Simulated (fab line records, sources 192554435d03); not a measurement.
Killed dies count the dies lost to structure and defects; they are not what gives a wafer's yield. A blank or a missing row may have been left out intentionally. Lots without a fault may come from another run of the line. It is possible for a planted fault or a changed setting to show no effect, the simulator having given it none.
Split-lot study | flow n5Finfet | 7 lots, 21 wafers read, on a route of 1938 steps

## THE SPLIT
At N5_BEOL_M5_COAT_71 (time 60 s, resist thk 5 nm), the setting spinRpm was moved away from the recipe's 1500 rpm on 5 of the 21 wafers read, by -8.0% to +10.6%. The other wafers ran this setting at the recipe's value.

## FROM THE SPLIT TO THE READING: what the file shows between them, 4 steps
- N5_BEOL_M5_COAT_05: resist thk 30 nm (also split here: spinRpm)
- N5_BEOL_M5_EBR_07
- N5_BEOL_M5_SOFTBAKE_06: time 60 s
- N5_BEOL_M5_DESCUM_16: chemistry O2, time 7 s

## THE READING
etch.depthNm (the simulator's own value, which no gauge read), in nm, at N5_BEOL_M5_ETCH_72 (etches underlayer in N2/H2, target depth 6.5 nm, time 5.2 s). The file does not state a usual value for it. Here, 16 wafers ran the recipe; their average is 5.006 nm with a standard deviation of 0.012 nm.

wafer  | tool, chamber at the split | spinRpm as run, rpm | against the recipe | etch.depthNm, nm | against lot-mates on the recipe
L076.1 | lithoTrack-02, 0           | 1500                | recipe             | 5.003            | -
L076.2 | lithoTrack-02, 0           | 1659                | +10.6%             | 4.758            | -0.248
L076.4 | lithoTrack-02, 0           | 1500                | recipe             | 5.01             | -
L079.2 | lithoTrack-01, 0           | 1500                | recipe             | 5.002            | -
L079.5 | lithoTrack-01, 0           | 1500                | recipe             | 5.013            | -
L079.6 | lithoTrack-01, 0           | 1500                | recipe             | 5.021            | -
L080.1 | lithoTrack-01, 0           | 1500                | recipe             | 5.004            | -
L080.4 | lithoTrack-01, 0           | 1500                | recipe             | 5.013            | -
L080.6 | lithoTrack-01, 0           | 1500                | recipe             | 5.016            | -
L092.4 | lithoTrack-01, 0           | 1380                | -8.0%              | 5.215            | +0.209
L092.5 | lithoTrack-01, 0           | 1380                | -8.0%              | 5.199            | +0.193
L092.6 | lithoTrack-01, 0           | 1500                | recipe             | 5.006            | -
L093.2 | lithoTrack-02, 0           | 1562                | +4.1%              | 4.901            | -0.106
L093.3 | lithoTrack-02, 0           | 1500                | recipe             | 5.007            | -
L093.4 | lithoTrack-02, 0           | 1562                | +4.1%              | 4.886            | -0.121
L094.4 | lithoTrack-01, 0           | 1500                | recipe             | 5.011            | -
L094.5 | lithoTrack-01, 0           | 1500                | recipe             | 5.005            | -
L094.6 | lithoTrack-01, 0           | 1500                | recipe             | 5.024            | -
L096.1 | lithoTrack-04, 0           | 1500                | recipe             | 4.982            | -
L096.2 | lithoTrack-04, 0           | 1500                | recipe             | 4.988            | -
L096.4 | lithoTrack-04, 0           | 1500                | recipe             | 4.984            | -

THE FIT
A straight line over all 21 wafers: etch.depthNm changes by -0.0247 nm for each +1% of spinRpm; r = -0.99; the points scatter about the line by 0.012 nm.
The same after taking each lot's own level away (the mean of its wafers on the recipe; 21 wafers): -0.0247 nm for each +1%; r = -1.00; scatter 0.0079 nm.
Per that fit: largest spinRpm move, reading shift of 0.26 nm.
From 4.9847 to 5.0133 nm: that is the span of the lots' own levels, equal to 2.4 times the standard deviation above.
Hence the lot-to-lot level has little effect on the slope; both slopes agree.
Check: for one of the wafers moved furthest among these (+10.6%), held out of the fit, the line's prediction against its lot-mates is -0.273 nm. Against them it came out at -0.248 nm.

## OTHER SPLITS APPLIED TO THESE WAFERS
Before the reading, these wafers also passed through other splits. Each is held against what the fit with the lots' levels taken away leaves over:
other split on the same wafers | wafers away from the commonest value | r with etch.depthNm (lot level and that fit taken away)
N5_BEOL_M4_COAT_22 spinRpm     | 9                                    | +0.08
N5_BEOL_M4_DESCUM_33 timeS     | 3                                    | +0.13
N5_BEOL_M5_COAT_05 spinRpm     | 12                                   | -0.01

## THE FILE'S OWN FIT
etch.depthNm changes by -0.0243 nm for each +1% of spinRpm, r = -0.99.
